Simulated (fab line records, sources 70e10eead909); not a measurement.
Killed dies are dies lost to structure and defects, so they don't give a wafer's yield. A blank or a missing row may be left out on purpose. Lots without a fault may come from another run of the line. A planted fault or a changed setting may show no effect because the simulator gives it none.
Chamber matching | flow nand_harc | NHARC_A_ZERO_WELL_DESCUM_12 on rie_diel-13: 4 sister chambers
The step chemistry O2, time 3 s. 8 wafers are shown with their chamber, then 7 later ones without.

WAFERS WITH THEIR CHAMBER
wafer  | chamber | oes_product_au (a.u.) | throttle_valve_pct (%)
L885.6 | 2       | 0.998                 | 11.304
L890.4 | 2       | 0.991                 | 11.301
L890.5 | 0       | 1.018                 | 11.312
L891.1 | 0       | 1.005                 | 11.313
L891.4 | 1       | 1.012                 | 11.303
L891.5 | 3       | 0.999                 | 11.311
L897.1 | 3       | 1.007                 | 11.301
L897.3 | 1       | 1.023                 | 11.305

WAFERS WITHOUT THEIR CHAMBER
wafer  | oes_product_au (a.u.) | throttle_valve_pct (%)
L897.4 | 1.026                 | 11.323
L901.1 | 1.017                 | 11.303
L901.2 | 1.013                 | 11.305
L901.4 | 1.028                 | 11.300
L906.1 | 0.991                 | 11.311
L906.5 | 0.993                 | 11.317
L906.6 | 1.011                 | 11.314

WHICH CHAMBER EACH WENT THROUGH
wafer  | from the rows above          | in truth
L897.4 | can't be placed: 0 or 1      | 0
L901.1 | can't be placed: 1 or 3      | 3
L901.2 | can't be placed: 1 or 3 or 0 | 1
L901.4 | 1                            | 1
L906.1 | can't be placed: 3 or 2 or 0 | 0
L906.5 | can't be placed: 0 or 3 or 2 | 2
L906.6 | can't be placed: 0 or 3      | 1
Placed correctly: 1 of 7. Can't be placed from these rows: 6 (the true chamber is among the candidates in 5). Placed wrongly: 0.
How it was worked out, from the rows above alone: a wafer's distance from a chamber is the root of the sum, over the readings, of the square of ((its reading less the chamber's mean) divided by the reading's scatter). The wafer belongs to the nearest chamber; if the next one is less than 2 further off, it can't be placed. A chamber's mean is the mean of its shown wafers. The scatter: the root of (the sum of the squares of (reading less its chamber's mean) over the shown wafers, divided by (wafers less chambers)).
